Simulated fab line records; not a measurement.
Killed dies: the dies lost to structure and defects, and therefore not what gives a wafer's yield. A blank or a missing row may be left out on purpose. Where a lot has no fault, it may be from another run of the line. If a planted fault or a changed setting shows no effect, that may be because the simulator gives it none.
Chamber matching | flow n5Finfet | 3 sister chambers for N5_BEOL_M8_DEP_56 on pecvd-01
The step deposits SiCN from 3MS/NH3, target thk 10 nm, time 17.5 s. 14 wafers are shown with their chamber, then 7 later ones without.

## WAFERS PAIRED WITH THEIR CHAMBERS
wafer  | chamber | throttleValvePct (%) | showerheadPlenumPTorr (Torr)
L079.3 | 0       | 8.6                  | 3.677
L079.4 | 0       | 8.4                  | 3.679
L079.6 | 1       | 9.0                  | 3.676
L084.1 | 1       | 9.1                  | 3.674
L084.3 | 0       | 8.4                  | 3.678
L084.6 | 2       | 9.1                  | 3.668
L087.2 | 1       | 9.4                  | 3.676
L087.5 | 1       | 8.9                  | 3.675
L087.6 | 0       | 8.4                  | 3.671
L089.3 | 1       | 9.3                  | 3.675
L089.4 | 2       | 8.9                  | 3.659
L089.6 | 2       | 8.9                  | 3.669
L090.2 | 0       | 8.0                  | 3.680
L090.4 | 1       | 8.9                  | 3.683

SIGNATURES (averages over the wafers above)
reading               | chamber 0 | chamber 1 | chamber 2 | scatter within a chamber
throttleValvePct      | 8.360     | 9.100     | 8.967     | 0.2
showerheadPlenumPTorr | 3.67700   | 3.67650   | 3.66533   | 0.00386
Rule: distance of a wafer from a chamber = root of the sum over the readings of ((wafer's reading minus chamber's mean) / reading's scatter) squared. If the next closest chamber is less than 2 further off than the closest, the wafer can't be placed; otherwise it belongs to the closest. How the scatter is found: for the shown wafers, subtract from each reading the mean of its chamber, square and add these, divide the total by (wafers less chambers), then take the root.

## WAFERS WITH NO CHAMBER GIVEN
wafer  | throttleValvePct (%) | showerheadPlenumPTorr (Torr)
L090.6 | 8.4                  | 3.688
L094.1 | 8.4                  | 3.673
L094.2 | 9.1                  | 3.672
L094.6 | 9.2                  | 3.675
L095.1 | 9.0                  | 3.673
L095.3 | 8.4                  | 3.675
L095.5 | 9.0                  | 3.665

## WHICH CHAMBER EACH ONE RAN IN
wafer  | from the rows above     | in truth
L090.6 | can't be placed: 0 or 1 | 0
L094.1 | 0                       | 0
L094.2 | can't be placed: 1 or 2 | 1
L094.6 | 1                       | 1
L095.1 | can't be placed: 1 or 2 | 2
L095.3 | 0                       | 0
L095.5 | 2                       | 2
4 of 7 placed correctly. Cannot be placed on the basis of these rows: 3; the candidates contain the true chamber in 3. Placed wrongly: 0.
